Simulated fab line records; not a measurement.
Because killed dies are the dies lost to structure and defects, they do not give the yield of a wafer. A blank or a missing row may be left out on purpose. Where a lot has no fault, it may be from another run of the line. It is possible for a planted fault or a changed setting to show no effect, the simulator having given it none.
Chamber matching :: flow n5-finfet :: 4 sister chambers for N5_BEOL_M13_TRENCH_ETCH_34 on rie-diel-02
The step etches SiOC in C4F8/O2/Ar, target depth 413.47 nm, time 162.6 s. 16 wafers are shown with their chamber, then 8 later ones without.

== EACH WAFER AND ITS CHAMBER ==
wafer: L079.3
chamber: 2
drypump-motor-current-A (A): 6.1
showerhead-plenum-p-Torr (Torr): 3.32
throttle-valve-pct (%): 24.28

wafer: L079.5
chamber: 2
drypump-motor-current-A (A): 6.1
showerhead-plenum-p-Torr (Torr): 3.32
throttle-valve-pct (%): 24.29

wafer: L079.6
chamber: 1
drypump-motor-current-A (A): 5.6
showerhead-plenum-p-Torr (Torr): 3.26
throttle-valve-pct (%): 24.42

wafer: L082.1
chamber: 3
drypump-motor-current-A (A): 5.9
showerhead-plenum-p-Torr (Torr): 3.25
throttle-valve-pct (%): 24.15

wafer: L082.3
chamber: 2
drypump-motor-current-A (A): 6.0
showerhead-plenum-p-Torr (Torr): 3.32
throttle-valve-pct (%): 24.30

wafer: L082.4
chamber: 0
drypump-motor-current-A (A): 4.8
showerhead-plenum-p-Torr (Torr): 3.46
throttle-valve-pct (%): 24.13

wafer: L080.3
chamber: 2
drypump-motor-current-A (A): 6.0
showerhead-plenum-p-Torr (Torr): 3.32
throttle-valve-pct (%): 24.30

wafer: L080.5
chamber: 0
drypump-motor-current-A (A): 4.8
showerhead-plenum-p-Torr (Torr): 3.46
throttle-valve-pct (%): 24.16

wafer: L080.6
chamber: 1
drypump-motor-current-A (A): 5.6
showerhead-plenum-p-Torr (Torr): 3.25
throttle-valve-pct (%): 24.44

wafer: L083.1
chamber: 0
drypump-motor-current-A (A): 4.8
showerhead-plenum-p-Torr (Torr): 3.46
throttle-valve-pct (%): 24.15

wafer: L083.4
chamber: 1
drypump-motor-current-A (A): 5.6
showerhead-plenum-p-Torr (Torr): 3.25
throttle-valve-pct (%): 24.46

wafer: L083.6
chamber: 0
drypump-motor-current-A (A): 4.8
showerhead-plenum-p-Torr (Torr): 3.46
throttle-valve-pct (%): 24.13

wafer: L088.2
chamber: 2
drypump-motor-current-A (A): 6.1
showerhead-plenum-p-Torr (Torr): 3.31
throttle-valve-pct (%): 24.33

wafer: L088.4
chamber: 0
drypump-motor-current-A (A): 4.8
showerhead-plenum-p-Torr (Torr): 3.46
throttle-valve-pct (%): 24.16

wafer: L088.5
chamber: 3
drypump-motor-current-A (A): 5.9
showerhead-plenum-p-Torr (Torr): 3.24
throttle-valve-pct (%): 24.17

wafer: L092.1
chamber: 0
drypump-motor-current-A (A): 4.8
showerhead-plenum-p-Torr (Torr): 3.45
throttle-valve-pct (%): 24.15

SIGNATURES (means of the wafers above)
reading: drypump-motor-current-A
chamber 0: 4.800
chamber 1: 5.600
chamber 2: 6.060
chamber 3: 5.900
scatter within a chamber: 0.0316

reading: showerhead-plenum-p-Torr
chamber 0: 3.4583
chamber 1: 3.2533
chamber 2: 3.3180
chamber 3: 3.2450
scatter within a chamber: 0.00483

reading: throttle-valve-pct
chamber 0: 24.1467
chamber 1: 24.4400
chamber 2: 24.3000
chamber 3: 24.1600
scatter within a chamber: 0.0167
Rule: for each reading, subtract the chamber's mean from the wafer's reading, divide by that reading's scatter and square the result; add these up over the readings and take the root, which gives the wafer's distance from the chamber. The wafer belongs to the nearest chamber; if the next one is less than 2 further off, it can't be placed. The scatter is the square root of a quotient: the sum, over the shown wafers, of each reading's squared deviation from its chamber's mean, divided by wafers minus chambers.

== WAFERS WITH NO CHAMBER GIVEN ==
wafer: L092.2
drypump-motor-current-A (A): 5.9
showerhead-plenum-p-Torr (Torr): 3.24
throttle-valve-pct (%): 24.18

wafer: L092.5
drypump-motor-current-A (A): 5.9
showerhead-plenum-p-Torr (Torr): 3.24
throttle-valve-pct (%): 24.18

wafer: L091.1
drypump-motor-current-A (A): 5.9
showerhead-plenum-p-Torr (Torr): 3.24
throttle-valve-pct (%): 24.19

wafer: L091.4
drypump-motor-current-A (A): 6.1
showerhead-plenum-p-Torr (Torr): 3.30
throttle-valve-pct (%): 24.34

wafer: L091.6
drypump-motor-current-A (A): 5.6
showerhead-plenum-p-Torr (Torr): 3.25
throttle-valve-pct (%): 24.47

wafer: L094.1
drypump-motor-current-A (A): 5.6
showerhead-plenum-p-Torr (Torr): 3.24
throttle-valve-pct (%): 24.50

wafer: L094.4
drypump-motor-current-A (A): 4.8
showerhead-plenum-p-Torr (Torr): 3.44
throttle-valve-pct (%): 24.18

wafer: L094.5
drypump-motor-current-A (A): 5.6
showerhead-plenum-p-Torr (Torr): 3.24
throttle-valve-pct (%): 24.50

== CHAMBER TAKEN BY EACH ==
wafer: L092.2
from the rows above: 3
in truth: 3

wafer: L092.5
from the rows above: 3
in truth: 3

wafer: L091.1
from the rows above: 3
in truth: 3

wafer: L091.4
from the rows above: 2
in truth: 2

wafer: L091.6
from the rows above: 1
in truth: 1

wafer: L094.1
from the rows above: 1
in truth: 1

wafer: L094.4
from the rows above: 0
in truth: 0

wafer: L094.5
from the rows above: 1
in truth: 1
8 of 8 placed correctly. Not placeable from these rows: 0. 0 placed wrongly.
